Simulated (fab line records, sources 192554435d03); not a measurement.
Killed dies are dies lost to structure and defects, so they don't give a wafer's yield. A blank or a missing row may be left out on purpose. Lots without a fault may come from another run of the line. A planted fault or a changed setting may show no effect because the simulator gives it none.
A struck lot beside a sound one | flow n5_finfet | 39 steps out of a route of 1938
Sound: wafers L352.3, L352.5, L352.6. Struck: wafers L349.1, L349.4, L349.6. The cause comes at the end.
At each step with rows: each side's tool, then ch and its chambers, then its first start. Under that, the readings that differ: sound wafers | struck wafers | difference of the means | sigmas: that difference in standard deviations of wafers without a fault.
alike: readings whose means differ by less than 2 such deviations, and words and numbers that are the same on both sides. not compared: withheld readings, readings that some wafer has no value for, bounds like >300 that may hide the same value, and numbers for which the record gives no deviation and whose values overlap.
The two part at a step that has a row with sigmas, a row that says differs or no value, or rows on one side only. Numbers that don't overlap but have no deviation are shown without sigmas and don't part them. A reading that every wafer of one side lacks parts them only if that side has two wafers or more.

first, 9 steps without rows for these wafers: N5_HKMG_FIN_DESCUM_17 (chemistry O2, time 7.9 s); N5_HKMG_FIN_ETCH_31 (etches SiARC in CF4, target depth 45.5 nm, time 75.8 s); N5_HKMG_FIN_ETCH_32 (etches SOC in N2/H2, target depth 240 nm, time 300 s); N5_HKMG_FIN_STRIP_33 (strips in N2/H2); N5_HKMG_FIN_STRIP_34 (strips in CF4); N5_HKMG_FIN_ETCH_35 (etches SOC in N2/H2, target depth 215.8 nm, time 243.4 s); N5_HKMG_FIN_STRIP_92 (strips SOC in N2/H2, time 20 s); N5_HKMG_FIN_WET_ETCH_18 (etches TiN in SC1, time 55 s, target depth 5.2 nm, rinse time 30 s); N5_HKMG_FIN_STRIP_19 (strips in N2/H2, time 360 s).
N5_HKMG_FIN_ALD_91: deposits TiN, target thk 1 nm, pulse time 1 s, purge time 3 s.
  sound on ald_metal-01 ch 1,2, day 10 03:44; struck on ald_metal-03 ch 0,2,3, day 9 10:26
  no value came back on the struck wafers for any of 5 readings (ald_cycles, chamber_pressure_Torr (Torr) and others); on the sound wafers ald_cycles reads 47 47 47
then, 27 steps without rows for these wafers: N5_HKMG_FIN_COAT_85 (time 60 s, resist thk 300 nm); N5_HKMG_FIN_ETCH_86 (etches SOC in N2/H2, stops on TiN, target depth 393.2 nm); N5_HKMG_FIN_STRIP_89 (strips SOC in N2/H2, time 20 s); N5_HKMG_FIN_WET_ETCH_87 (etches TiN in SC1, time 154.2 s, target depth 4.7 nm, rinse time 30 s); N5_HKMG_FIN_STRIP_88 (strips in N2/H2, time 360 s); N5_HKMG_FIN_NWFM_ALD_20 (deposits TiAlC, target thk 2 nm, pulse time 3 s, purge time 2 s); N5_HKMG_FIN_ALD_71 (deposits TiN, target thk 1 nm, pulse time 1 s, purge time 3 s); N5_HKMG_FIN_COAT_66 (time 60 s, resist thk 300 nm); N5_HKMG_FIN_ETCH_67 (etches SOC in N2/H2, stops on TiN, target depth 388.9 nm); N5_HKMG_FIN_STRIP_90 (strips SOC in N2/H2, time 20 s); N5_HKMG_FIN_WET_ETCH_73 (etches the open film in SC1, time 42.3 s, target depth 1.3 nm, rinse time 30 s); N5_HKMG_FIN_ETCHBACK_68 (etches the open film in Cl2/Ar, stops on HfO2, target depth 0.5 nm); N5_HKMG_FIN_STRIP_69 (strips in N2/H2, time 360 s); N5_HKMG_FIN_ALD_21 (deposits TiN, target thk 1.5 nm, pulse time 1 s, purge time 3 s); N5_HKMG_FIN_ALD_72 (deposits W, target thk 2 nm, pulse time 1 s, purge time 2 s); N5_HKMG_FIN_W_FILL_22 (material W, target thk 60 nm, time 18.2 s); N5_HKMG_FIN_PRECLEAN_83 (cleans in DIW, time 57.5 s); N5_HKMG_FIN_SRD_84 (dry time 32 s); N5_HKMG_FIN_CMP_23 (polishes, stops on SiNx, t overpolish 10 s, target thk 46.326 nm); N5_HKMG_FIN_CMP_94 (polishes, stops on SiNx, t overpolish 4.7 s, target thk 43.299 nm); N5_GATE_CUT_ETCHBACK_00 (etches W in SF6/Cl2); N5_GATE_CUT_ETCH_56 (etches TiN in Cl2/Ar, target depth 21.6 nm); N5_GATE_CUT_ETCHBACK_30 (etches TiN in Cl2/Ar, target depth 3 nm); N5_GATE_CUT_VAPOR_ETCH_60 (etches HfO2 in BCl3/Cl2); N5_GATE_CUT_ETCH_58 (etches SiNx in CH3F/O2, target depth 17 nm, time 128.6 s); N5_GATE_CUT_STRIP_59 (strips in N2/H2, time 20 s); N5_GATE_CUT_PRECLEAN_31 (cleans in DIW, time 300 s).
-- the record jumps here: 3 days lie between the struck wafers' starts before and after (it left off in module GATE_CUT and takes up again in module BEOL_M4, whose first step shown is number 1111 of the route) --
N5_BEOL_M4_RC_MEAS_101:
  sound on prober-02 ch 0, day 13 19:29; struck on prober-02 ch 0, day 12 22:10
  reading             | sound                      | struck                       | difference | sigmas
  DIBL_P (mV/V)       | 39.5 40.5 39.9             | 36.7 35.8 35.9               | -3.8       | -3
  IGATE_N (nA/um)     | 0.0104 0.0128 0.0107       | 0.0836 0.0795 0.0917         | +0.0736    | +61
  IOFF_N (nA/um)      | 0.178 0.196 0.183          | 27.235 24.446 24.921         | +25.348    | +99 or more
  IOFF_N_85C (nA/um)  | 3.5 3.7 3.5                | 225.7 206.4 208.9            | +210.1     | +99 or more
  IOFF_N_LIN (nA/um)  | 0.080 0.086 0.083          | 12.205 10.888 11.443         | +11.429    | +99 or more
  IOFF_N_LONG (nA/um) | 5.36e-05 5.33e-05 5.38e-05 | 0.0082233 0.0080619 0.008121 | +0.0080818 | +99 or more
  IOFF_P (nA/um)      | 0.237 0.242 0.241          | 0.045 0.042 0.043            | -0.197     | -8
  IOFF_P_85C (nA/um)  | 4.0 4.2 4.1                | 1.0 0.9 1.0                  | -3.1       | -9
  IOFF_P_LIN (nA/um)  | 0.109 0.109 0.112          | 0.021 0.020 0.021            | -0.089     | -10
  IOFF_P_LONG (nA/um) | 0.000104 0.000105 0.000107 | 5.1e-05 5.1e-05 5.1e-05      | -5.4e-05   | -9
  ION_N (uA/um)       | 679 682 688                | 951 921 940                  | +254       | +30
  ION_P (uA/um)       | 466 467 469                | 396 387 392                  | -76        | -13
  VT_N (mV)           | 250.1 247.9 247.6          | 104.9 106.6 105.2            | -143.0     | -60
  VT_N_LONG (mV)      | 276.8 276.7 277.6          | 128.7 129.4 129.0            | -148.0     | -78
  VT_N_LVT (mV)       | 99.3 97.1 96.6             | -48.0 -45.4 -46.5            | -144.3     | -52
  VT_P (mV)           | -250.4 -249.3 -249.9       | -294.5 -298.1 -293.6         | -45.5      | -20
  VT_P_LONG (mV)      | -273.7 -276.2 -272.7       | -318.1 -318.4 -320.8         | -44.9      | -20
  VT_P_LVT (mV)       | -98.3 -98.4 -98.8          | -141.4 -143.7 -142.7         | -44.1      | -18
  alike: DIBL_N, SS_N, SS_P
-- the record jumps here: 5 days lie between the struck wafers' starts before and after (it left off in module BEOL_M4 and takes up again in module PASSIVATION, whose first step shown is number 1936 of the route) --
N5_PASSIVATION_PROBE_49:
  sound on prober-01, day 18 03:58; struck on prober-02, day 17 13:56
  reading                  | sound          | struck            | difference | sigmas
  defect_limited_yield (%) | 92.4 92.9 92.8 | 89.7 89.5 88.1    | -3.6       | -2
  killed_at_front_end      | 27 30 28       | 47 48 64          | +25        | +2
  killed_dies              | 90 84 85       | 121 124 140       | +42        | +2
  killed_open              | 63 61 56       | 82 83 93          | +26        | +2
  killed_short             | 27 22 26       | 38 41 46          | +17        | +2
  sort_bin_4_leakage (%)   | 0 0 0          | 89.75 89.49 88.14 | +89.13     |
  sort_bin_6_memory (%)    | 3.1 2.7 2.6    | 4.3 4.7 4.5       | +1.7       | +2
  sort_n_pass              | 1090 1096 1095 | 0 0 0             | -1094      | -61
  sort_yield_pct (%)       | 92.4 92.9 92.8 | 0 0 0             | -93        | -62
  alike: killed_at_M0_to_M3, killed_at_M4_up, killed_at_contacts, killed_at_other, sort_bin_5_function

WHERE THEY PART
First at N5_HKMG_FIN_ALD_91; last, within this record, at N5_PASSIVATION_PROBE_49.

WHY: what the simulator had put in
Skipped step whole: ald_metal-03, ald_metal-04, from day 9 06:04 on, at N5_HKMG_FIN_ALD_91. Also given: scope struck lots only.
